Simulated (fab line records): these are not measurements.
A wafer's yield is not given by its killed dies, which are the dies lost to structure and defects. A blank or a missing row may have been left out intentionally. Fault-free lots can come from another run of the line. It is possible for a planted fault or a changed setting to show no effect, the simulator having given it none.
What tool caused it? / flow n5Finfet / 24 lots with 72 wafers sampled at 5 steps, on a route of 1938 steps

== WHAT THE GAUGES READ, wafer by wafer ==
N5_BEOL_M10_INSPECT_13: inspects for defects (brightfield). Usual: rawDefectCount reads 456 (standard deviation 110).
lot=L074; measured=day 10 12:01; on=defectInspect-01; rawDefectCount=455 443 465; flag=
lot=L075; measured=day 10 18:30; on=defectInspect-01; rawDefectCount=408 444 354; flag=
lot=L076; measured=day 11 18:50; on=defectInspect-01; rawDefectCount=468 470 493; flag=
lot=L078; measured=day 11 19:00; on=defectInspect-01; rawDefectCount=471 395 503; flag=
lot=L081; measured=day 11 23:55; on=defectInspect-01; rawDefectCount=326 354 322; flag=
lot=L079; measured=day 12 03:50; on=defectInspect-01; rawDefectCount=461 413 544; flag=
lot=L080; measured=day 12 05:26; on=defectInspect-01; rawDefectCount=561 571 437; flag=
lot=L077; measured=day 12 08:11; on=defectInspect-02; rawDefectCount=616 593 490; flag=
lot=L082; measured=day 12 08:29; on=defectInspect-01; rawDefectCount=508 437 570; flag=
lot=L083; measured=day 12 12:08; on=defectInspect-02; rawDefectCount=457 501 502; flag=
lot=L084; measured=day 12 17:50; on=defectInspect-02; rawDefectCount=308 246 288; flag=
lot=L085; measured=day 13 03:16; on=defectInspect-02; rawDefectCount=530 410 452; flag=
lot=L086; measured=day 13 13:19; on=defectInspect-01; rawDefectCount=371 458 482; flag=
lot=L087; measured=day 13 13:31; on=defectInspect-01; rawDefectCount=448 423 362; flag=
lot=L088; measured=day 14 01:41; on=defectInspect-01; rawDefectCount=309 385 499; flag=
lot=L089; measured=day 14 09:31; on=defectInspect-01; rawDefectCount=375 294 567; flag=
lot=L091; measured=day 14 14:07; on=defectInspect-02; rawDefectCount=429 447 399; flag=
lot=L090; measured=day 14 22:54; on=defectInspect-02; rawDefectCount=350 478 423; flag=
lot=L093; measured=day 14 23:25; on=defectInspect-02; rawDefectCount=657 641 582; flag=
lot=L092; measured=day 14 23:35; on=defectInspect-02; rawDefectCount=354 417 466; flag=
lot=L094; measured=day 15 09:28; on=defectInspect-02; rawDefectCount=706 643 590; flag=
lot=L095; measured=day 16 03:12; on=defectInspect-02; rawDefectCount=333 537 555; flag=
lot=L096; measured=day 16 07:54; on=defectInspect-02; rawDefectCount=357 395 334; flag=
lot=L097; measured=day 16 08:30; on=defectInspect-02; rawDefectCount=633 586 611; flag=

N5_BEOL_M11_CD_MEAS_28: the cd target is 70 nm. Usual: cdNm reads 69.6 nm (standard deviation 1.1).
lot=L074; measured=day 10 23:43; on=cdSem-02; cdNm (nm)=70.3 69.8 70.0; flag=
lot=L075; measured=day 11 05:50; on=cdSem-03; cdNm (nm)=69.5 69.6 69.9; flag=
lot=L076; measured=day 12 04:19; on=cdSem-01; cdNm (nm)=68.7 67.6 69.8; flag=
lot=L078; measured=day 12 02:22; on=cdSem-01; cdNm (nm)=69.4 68.1 69.8; flag=
lot=L081; measured=day 12 09:40; on=cdSem-02; cdNm (nm)=69.9 68.8 69.6; flag=
lot=L079; measured=day 12 13:45; on=cdSem-03; cdNm (nm)=68.4 68.9 68.1; flag=
lot=L080; measured=day 12 13:16; on=cdSem-01; cdNm (nm)=70.7 69.5 69.3; flag=
lot=L077; measured=day 12 16:41; on=cdSem-02; cdNm (nm)=69.2 70.9 70.8; flag=
lot=L082; measured=day 12 21:52; on=cdSem-03; cdNm (nm)=70.3 68.8 70.4; flag=
lot=L083; measured=day 12 23:51; on=cdSem-01; cdNm (nm)=68.7 69.9 68.4; flag=
lot=L084; measured=day 13 04:12; on=cdSem-01; cdNm (nm)=70.7 72.2 72.0; flag=
lot=L085; measured=day 13 12:47; on=cdSem-01; cdNm (nm)=70.1 70.4 70.4; flag=
lot=L086; measured=day 13 21:08; on=cdSem-03; cdNm (nm)=69.1 68.8 69.7; flag=
lot=L087; measured=day 13 21:20; on=cdSem-01; cdNm (nm)=68.4 69.7 69.4; flag=
lot=L088; measured=day 14 13:13; on=cdSem-02; cdNm (nm)=69.0 68.6 69.3; flag=
lot=L089; measured=day 14 22:23; on=cdSem-03; cdNm (nm)=71.2 70.2 69.3; flag=
lot=L091; measured=day 15 01:32; on=cdSem-03; cdNm (nm)=69.1 70.9 69.6; flag=
lot=L090; measured=day 15 12:31; on=cdSem-02; cdNm (nm)=69.2 67.4 69.7; flag=
lot=L093; measured=day 15 10:29; on=cdSem-02; cdNm (nm)=72.2 72.3 70.4; flag=
lot=L092; measured=day 15 13:07; on=cdSem-02; cdNm (nm)=69.9 70.5 70.1; flag=
lot=L094; measured=day 15 16:24; on=cdSem-02; cdNm (nm)=68.8 66.6 67.3; flag=
lot=L095; measured=day 16 11:15; on=cdSem-02; cdNm (nm)=70.9 70.6 69.7; flag=
lot=L096; measured=day 16 22:54; on=cdSem-02; cdNm (nm)=69.9 68.5 69.9; flag=
lot=L097; measured=day 16 22:44; on=cdSem-01; cdNm (nm)=70.4 69.1 69.7; flag=

== WHICH TOOL RAN EACH LOT (tool, then ch and the chambers of the sampled wafers, then the start) ==
lot=L074; N5_BEOL_M10_STRIP_36=rieDiel-04 ch 0,1,3, day 10 13:33; N5_BEOL_M10_SURFACE_TREAT_76=pvdSputter-03, day 10 17:55; N5_BEOL_M10_SPUTTER_48=pvdSputter-03, day 10 18:09
lot=L075; N5_BEOL_M10_STRIP_36=rieDiel-04 ch 1,3, day 10 21:49; N5_BEOL_M10_SURFACE_TREAT_76=pvdSputter-02, day 10 23:22; N5_BEOL_M10_SPUTTER_48=pvdSputter-01, day 10 23:36
lot=L076; N5_BEOL_M10_STRIP_36=rieDiel-02 ch 1,3, day 11 20:52; N5_BEOL_M10_SURFACE_TREAT_76=pvdSputter-03, day 11 22:35; N5_BEOL_M10_SPUTTER_48=pvdSputter-03, day 11 23:05
lot=L078; N5_BEOL_M10_STRIP_36=rieDiel-04 ch 2,3, day 11 20:44; N5_BEOL_M10_SURFACE_TREAT_76=pvdSputter-03, day 11 21:53; N5_BEOL_M10_SPUTTER_48=pvdSputter-03, day 11 22:05
lot=L081; N5_BEOL_M10_STRIP_36=rieDiel-02 ch 0,1,2, day 12 02:51; N5_BEOL_M10_SURFACE_TREAT_76=pvdSputter-01, day 12 04:31; N5_BEOL_M10_SPUTTER_48=pvdSputter-03, day 12 04:43
lot=L079; N5_BEOL_M10_STRIP_36=rieDiel-02 ch 1,2, day 12 07:34; N5_BEOL_M10_SURFACE_TREAT_76=pvdSputter-02, day 12 09:04; N5_BEOL_M10_SPUTTER_48=pvdSputter-02, day 12 09:19
lot=L080; N5_BEOL_M10_STRIP_36=rieDiel-04 ch 0,2,3, day 12 07:01; N5_BEOL_M10_SURFACE_TREAT_76=pvdSputter-01, day 12 08:32; N5_BEOL_M10_SPUTTER_48=pvdSputter-03, day 12 08:46
lot=L077; N5_BEOL_M10_STRIP_36=rieDiel-04 ch 0,1,3, day 12 09:22; N5_BEOL_M10_SURFACE_TREAT_76=pvdSputter-02, day 12 11:31; N5_BEOL_M10_SPUTTER_48=pvdSputter-01, day 12 11:42
lot=L082; N5_BEOL_M10_STRIP_36=rieDiel-04 ch 1,2,3, day 12 09:49; N5_BEOL_M10_SURFACE_TREAT_76=pvdSputter-02, day 12 12:01; N5_BEOL_M10_SPUTTER_48=pvdSputter-01, day 12 12:17
lot=L083; N5_BEOL_M10_STRIP_36=rieDiel-04 ch 0,2,3, day 12 13:28; N5_BEOL_M10_SURFACE_TREAT_76=pvdSputter-01, day 12 16:55; N5_BEOL_M10_SPUTTER_48=pvdSputter-01, day 12 17:10
lot=L084; N5_BEOL_M10_STRIP_36=rieDiel-04 ch 0,2, day 12 21:23; N5_BEOL_M10_SURFACE_TREAT_76=pvdSputter-01, day 12 23:05; N5_BEOL_M10_SPUTTER_48=pvdSputter-03, day 12 23:32
lot=L085; N5_BEOL_M10_STRIP_36=rieDiel-04 ch 0,1, day 13 04:33; N5_BEOL_M10_SURFACE_TREAT_76=pvdSputter-02, day 13 05:55; N5_BEOL_M10_SPUTTER_48=pvdSputter-01, day 13 06:08
lot=L086; N5_BEOL_M10_STRIP_36=rieDiel-06 ch 0,2,3, day 13 14:53; N5_BEOL_M10_SURFACE_TREAT_76=pvdSputter-01, day 13 16:13; N5_BEOL_M10_SPUTTER_48=pvdSputter-01, day 13 16:27
lot=L087; N5_BEOL_M10_STRIP_36=rieDiel-02 ch 0,2,3, day 13 14:55; N5_BEOL_M10_SURFACE_TREAT_76=pvdSputter-01, day 13 16:15; N5_BEOL_M10_SPUTTER_48=pvdSputter-01, day 13 16:32
lot=L088; N5_BEOL_M10_STRIP_36=rieDiel-02 ch 1,2,3, day 14 03:20; N5_BEOL_M10_SURFACE_TREAT_76=pvdSputter-01, day 14 05:41; N5_BEOL_M10_SPUTTER_48=pvdSputter-01, day 14 05:52
lot=L089; N5_BEOL_M10_STRIP_36=rieDiel-02 ch 1,3, day 14 13:34; N5_BEOL_M10_SURFACE_TREAT_76=pvdSputter-01, day 14 14:50; N5_BEOL_M10_SPUTTER_48=pvdSputter-02, day 14 15:11
lot=L091; N5_BEOL_M10_STRIP_36=rieDiel-02 ch 0,2,3, day 14 15:41; N5_BEOL_M10_SURFACE_TREAT_76=pvdSputter-03, day 14 18:00; N5_BEOL_M10_SPUTTER_48=pvdSputter-03, day 14 18:19
lot=L090; N5_BEOL_M10_STRIP_36=rieDiel-06 ch 1,3, day 15 01:56; N5_BEOL_M10_SURFACE_TREAT_76=pvdSputter-03, day 15 06:44; N5_BEOL_M10_SPUTTER_48=pvdSputter-01, day 15 06:59
lot=L093; N5_BEOL_M10_STRIP_36=rieDiel-04 ch 0,1,2, day 15 01:46; N5_BEOL_M10_SURFACE_TREAT_76=pvdSputter-01, day 15 03:47; N5_BEOL_M10_SPUTTER_48=pvdSputter-01, day 15 05:46
lot=L092; N5_BEOL_M10_STRIP_36=rieDiel-02 ch 0,1,3, day 15 02:07; N5_BEOL_M10_SURFACE_TREAT_76=pvdSputter-01, day 15 06:46; N5_BEOL_M10_SPUTTER_48=pvdSputter-03, day 15 07:03
lot=L094; N5_BEOL_M10_STRIP_36=rieDiel-02 ch 0,1,2, day 15 10:47; N5_BEOL_M10_SURFACE_TREAT_76=pvdSputter-02, day 15 12:10; N5_BEOL_M10_SPUTTER_48=pvdSputter-03, day 15 12:27
lot=L095; N5_BEOL_M10_STRIP_36=rieDiel-06 ch 2,3, day 16 04:20; N5_BEOL_M10_SURFACE_TREAT_76=pvdSputter-03, day 16 05:30; N5_BEOL_M10_SPUTTER_48=pvdSputter-01, day 16 07:04
lot=L096; N5_BEOL_M10_STRIP_36=rieDiel-06 ch 1,2, day 16 11:59; N5_BEOL_M10_SURFACE_TREAT_76=pvdSputter-01, day 16 13:57; N5_BEOL_M10_SPUTTER_48=pvdSputter-01, day 16 14:09
lot=L097; N5_BEOL_M10_STRIP_36=rieDiel-02 ch 2,3, day 16 11:28; N5_BEOL_M10_SURFACE_TREAT_76=pvdSputter-02, day 16 12:56; N5_BEOL_M10_SPUTTER_48=pvdSputter-03, day 16 13:07
- N5_BEOL_M10_STRIP_36: strips in N2/H2.
- N5_BEOL_M10_SURFACE_TREAT_76
- N5_BEOL_M10_SPUTTER_48: material Cu, target thk 12 nm, time 2 s.

== WHAT THE TOOLS THEMSELVES READ (means of the sampled wafers that have a number; where no wafer has one, the mark that the record gives instead) ==
N5_BEOL_M10_STRIP_36. Usual: drypumpMotorCurrentA 6.0 A, standard deviation 0.42; oesProductAu 0.84 a.u., standard deviation 0.09; rfVppV 59.1 V, standard deviation 1.9; showerheadPlenumPTorr 2.55 Torr, standard deviation 0.11; throttleValvePct 23.5 %, standard deviation 0.39.
lot=L074; tool=rieDiel-04; drypumpMotorCurrentA (A)=5.8; oesProductAu (a.u.)=0.92; rfVppV (V)=59.0; showerheadPlenumPTorr (Torr)=2.67; throttleValvePct (%)=23.4; flag=
lot=L075; tool=rieDiel-04; drypumpMotorCurrentA (A)=5.8; oesProductAu (a.u.)=0.94; rfVppV (V)=60.6; showerheadPlenumPTorr (Torr)=2.63; throttleValvePct (%)=23.1; flag=
lot=L076; tool=rieDiel-02; drypumpMotorCurrentA (A)=6.6; oesProductAu (a.u.)=0.91; rfVppV (V)=59.7; showerheadPlenumPTorr (Torr)=2.51; throttleValvePct (%)=23.5; flag=
lot=L078; tool=rieDiel-04; drypumpMotorCurrentA (A)=5.9; oesProductAu (a.u.)=0.84; rfVppV (V)=60.1; showerheadPlenumPTorr (Torr)=2.68; throttleValvePct (%)=23.5; flag=
lot=L081; tool=rieDiel-02; drypumpMotorCurrentA (A)=6.0; oesProductAu (a.u.)=0.82; rfVppV (V)=60.2; showerheadPlenumPTorr (Torr)=2.47; throttleValvePct (%)=23.3; flag=
lot=L079; tool=rieDiel-02; drypumpMotorCurrentA (A)=6.0; oesProductAu (a.u.)=0.89; rfVppV (V)=61.2; showerheadPlenumPTorr (Torr)=2.50; throttleValvePct (%)=23.2; flag=
lot=L080; tool=rieDiel-04; drypumpMotorCurrentA (A)=5.9; oesProductAu (a.u.)=0.86; rfVppV (V)=59.0; showerheadPlenumPTorr (Torr)=2.69; throttleValvePct (%)=23.6; flag=
lot=L077; tool=rieDiel-04; drypumpMotorCurrentA (A)=5.9; oesProductAu (a.u.)=0.90; rfVppV (V)=60.6; showerheadPlenumPTorr (Torr)=2.66; throttleValvePct (%)=23.5; flag=
lot=L082; tool=rieDiel-04; drypumpMotorCurrentA (A)=5.9; oesProductAu (a.u.)=0.87; rfVppV (V)=59.2; showerheadPlenumPTorr (Torr)=2.65; throttleValvePct (%)=23.3; flag=
lot=L083; tool=rieDiel-04; drypumpMotorCurrentA (A)=5.9; oesProductAu (a.u.)=0.85; rfVppV (V)=57.7; showerheadPlenumPTorr (Torr)=2.69; throttleValvePct (%)=23.6; flag=
lot=L084; tool=rieDiel-04; drypumpMotorCurrentA (A)=5.9; oesProductAu (a.u.)=0.81; rfVppV (V)=59.5; showerheadPlenumPTorr (Torr)=2.68; throttleValvePct (%)=24.0; flag=
lot=L085; tool=rieDiel-04; drypumpMotorCurrentA (A)=5.8; oesProductAu (a.u.)=0.87; rfVppV (V)=58.6; showerheadPlenumPTorr (Torr)=2.62; throttleValvePct (%)=23.6; flag=
lot=L086; tool=rieDiel-06; drypumpMotorCurrentA (A)=5.9; oesProductAu (a.u.)=0.82; rfVppV (V)=58.5; showerheadPlenumPTorr (Torr)=2.56; throttleValvePct (%)=23.9; flag=
lot=L087; tool=rieDiel-02; drypumpMotorCurrentA (A)=6.2; oesProductAu (a.u.)=0.84; rfVppV (V)=58.1; showerheadPlenumPTorr (Torr)=2.44; throttleValvePct (%)=23.3; flag=
lot=L088; tool=rieDiel-02; drypumpMotorCurrentA (A)=6.3; oesProductAu (a.u.)=0.86; rfVppV (V)=59.6; showerheadPlenumPTorr (Torr)=2.49; throttleValvePct (%)=23.4; flag=
lot=L089; tool=rieDiel-02; drypumpMotorCurrentA (A)=6.6; oesProductAu (a.u.)=0.86; rfVppV (V)=57.8; showerheadPlenumPTorr (Torr)=2.49; throttleValvePct (%)=23.5; flag=
lot=L091; tool=rieDiel-02; drypumpMotorCurrentA (A)=6.2; oesProductAu (a.u.)=0.83; rfVppV (V)=58.3; showerheadPlenumPTorr (Torr)=2.44; throttleValvePct (%)=23.3; flag=
lot=L090; tool=rieDiel-06; drypumpMotorCurrentA (A)=6.0; oesProductAu (a.u.)=0.74; rfVppV (V)=60.3; showerheadPlenumPTorr (Torr)=2.50; throttleValvePct (%)=23.7; flag=
lot=L093; tool=rieDiel-04; drypumpMotorCurrentA (A)=5.9; oesProductAu (a.u.)=0.81; rfVppV (V)=58.1; showerheadPlenumPTorr (Torr)=2.64; throttleValvePct (%)=23.8; flag=
lot=L092; tool=rieDiel-02; drypumpMotorCurrentA (A)=6.3; oesProductAu (a.u.)=0.78; rfVppV (V)=59.6; showerheadPlenumPTorr (Torr)=2.46; throttleValvePct (%)=23.5; flag=
lot=L094; tool=rieDiel-02; drypumpMotorCurrentA (A)=6.0; oesProductAu (a.u.)=0.77; rfVppV (V)=56.7; showerheadPlenumPTorr (Torr)=2.46; throttleValvePct (%)=23.3; flag=
lot=L095; tool=rieDiel-06; drypumpMotorCurrentA (A)=5.4; oesProductAu (a.u.)=0.84; rfVppV (V)=59.2; showerheadPlenumPTorr (Torr)=2.54; throttleValvePct (%)=24.0; flag=
lot=L096; tool=rieDiel-06; drypumpMotorCurrentA (A)=5.2; oesProductAu (a.u.)=0.86; rfVppV (V)=57.7; showerheadPlenumPTorr (Torr)=2.47; throttleValvePct (%)=23.8; flag=
lot=L097; tool=rieDiel-02; drypumpMotorCurrentA (A)=6.5; oesProductAu (a.u.)=0.87; rfVppV (V)=58.4; showerheadPlenumPTorr (Torr)=2.46; throttleValvePct (%)=23.4; flag=

N5_BEOL_M10_SPUTTER_48. Usual: susceptorTempC -20.00 C, standard deviation 0.091; throttleValvePct 30.1 %, standard deviation 0.7.
lot=L074; tool=pvdSputter-03; susceptorTempC (C)=-19.97; throttleValvePct (%)=30.3; flag=
lot=L075; tool=pvdSputter-01; susceptorTempC (C)=-19.95; throttleValvePct (%)=29.7; flag=
lot=L076; tool=pvdSputter-03; susceptorTempC (C)=-20.06; throttleValvePct (%)=30.5; flag=
lot=L078; tool=pvdSputter-03; susceptorTempC (C)=-19.97; throttleValvePct (%)=30.5; flag=
lot=L081; tool=pvdSputter-03; susceptorTempC (C)=-20.04; throttleValvePct (%)=30.4; flag=
lot=L079; tool=pvdSputter-02; susceptorTempC (C)=-19.97; throttleValvePct (%)=29.1; flag=
lot=L080; tool=pvdSputter-03; susceptorTempC (C)=-20.01; throttleValvePct (%)=30.9; flag=
lot=L077; tool=pvdSputter-01; susceptorTempC (C)=-19.93; throttleValvePct (%)=29.7; flag=
lot=L082; tool=pvdSputter-01; susceptorTempC (C)=-19.96; throttleValvePct (%)=30.1; flag=
lot=L083; tool=pvdSputter-01; susceptorTempC (C)=-19.94; throttleValvePct (%)=29.7; flag=
lot=L084; tool=pvdSputter-03; susceptorTempC (C)=-20.00; throttleValvePct (%)=30.8; flag=
lot=L085; tool=pvdSputter-01; susceptorTempC (C)=-20.00; throttleValvePct (%)=29.8; flag=
lot=L086; tool=pvdSputter-01; susceptorTempC (C)=-20.03; throttleValvePct (%)=30.0; flag=
lot=L087; tool=pvdSputter-01; susceptorTempC (C)=-20.00; throttleValvePct (%)=30.0; flag=
lot=L088; tool=pvdSputter-01; susceptorTempC (C)=-20.00; throttleValvePct (%)=29.9; flag=
lot=L089; tool=pvdSputter-02; susceptorTempC (C)=-19.98; throttleValvePct (%)=29.3; flag=
lot=L091; tool=pvdSputter-03; susceptorTempC (C)=-20.07; throttleValvePct (%)=30.1; flag=
lot=L090; tool=pvdSputter-01; susceptorTempC (C)=-20.03; throttleValvePct (%)=29.9; flag=
lot=L093; tool=pvdSputter-01; susceptorTempC (C)=-19.99; throttleValvePct (%)=29.8; flag=
lot=L092; tool=pvdSputter-03; susceptorTempC (C)=-20.06; throttleValvePct (%)=30.3; flag=
lot=L094; tool=pvdSputter-03; susceptorTempC (C)=-19.92; throttleValvePct (%)=30.7; flag=
lot=L095; tool=pvdSputter-01; susceptorTempC (C)=-20.01; throttleValvePct (%)=29.8; flag=
lot=L096; tool=pvdSputter-01; susceptorTempC (C)=-20.06; throttleValvePct (%)=30.0; flag=
lot=L097; tool=pvdSputter-03; susceptorTempC (C)=-20.01; throttleValvePct (%)=30.5; flag=

== THE ANSWER, worked out from the rows above alone ==
Rule: lot off if the mean of its wafers having a number is beyond 3 standard deviations from the usual mean. Also off: a lot with no number at a reading for which 4 or more lots have one. Any other lot the step has rows for is counted as sound. Order of review: gauges by route order, followed by the tools' own readings, for which a lot's mean as printed above is used. The first step at which some lot is off is used, and at that step the reading that is off furthest; a lot without a number counts as furthest.
No lot is off at any reading shown: from this, nothing can be told.

== WHAT WAS PUT IN BY THE SIMULATOR ==
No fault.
